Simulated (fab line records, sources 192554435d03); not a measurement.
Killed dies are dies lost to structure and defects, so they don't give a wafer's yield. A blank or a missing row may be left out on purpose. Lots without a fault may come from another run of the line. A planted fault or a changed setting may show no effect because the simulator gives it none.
Which tool did it? | flow n5_finfet | 6 lots, 18 wafers sampled, at 2 steps of a route of 1938

WHAT THE GAUGES READ, wafer by wafer
N5_BEOL_M11_THK_MEAS_53: measures by xrf.
lot  | measured     | on            | M11_THK (nm)
L274 | day 11 01:28 | film_metro-01 | 141.5 144.7 146.0
L275 | day 11 09:40 | film_metro-02 | 144.4 143.5 143.9
L277 | day 12 08:42 | film_metro-01 | 141.1 141.3 144.5
L283 | day 13 09:15 | film_metro-01 | 144.2 144.3 144.4
L284 | day 13 17:46 | film_metro-02 | 140.0 144.7 137.3
L286 | day 14 04:59 | film_metro-01 | 146.9 145.1 145.3

WHICH TOOL RAN EACH LOT (tool, then ch and the chambers of the sampled wafers, then the start)
lot  | N5_BEOL_M11_ANNEAL_51
L274 | rtp_anneal-01 ch 0, day 11 00:52
L275 | rtp_anneal-01 ch 0, day 11 09:04
L277 | rtp_anneal-01 ch 0, day 12 08:08
L283 | rtp_anneal-01 ch 0, day 13 08:42
L284 | rtp_anneal-02 ch 0, day 13 17:15
L286 | rtp_anneal-02 ch 0, day 14 04:23
- N5_BEOL_M11_ANNEAL_51: time 90 s.

THE ANSWER, worked out from the rows above alone
Rule: what is usual is taken from the lots themselves. Put in order of their means at a reading, lots are off if they are a third of the lots or fewer, leave a main group of 4 or more, and stand apart from it by a gap of 3 or more times the standard deviation of the main group's means; of several such gaps the widest counts. A main group whose means are all the same, to the digits that the tables above print for the reading, isn't used. A lot without any number at a reading at which 4 lots or more have one is off too. The other lots that the step has rows for count as sound.
No lot is off at any reading shown: from this, nothing can be told.

WHAT THE SIMULATOR HAD PUT IN
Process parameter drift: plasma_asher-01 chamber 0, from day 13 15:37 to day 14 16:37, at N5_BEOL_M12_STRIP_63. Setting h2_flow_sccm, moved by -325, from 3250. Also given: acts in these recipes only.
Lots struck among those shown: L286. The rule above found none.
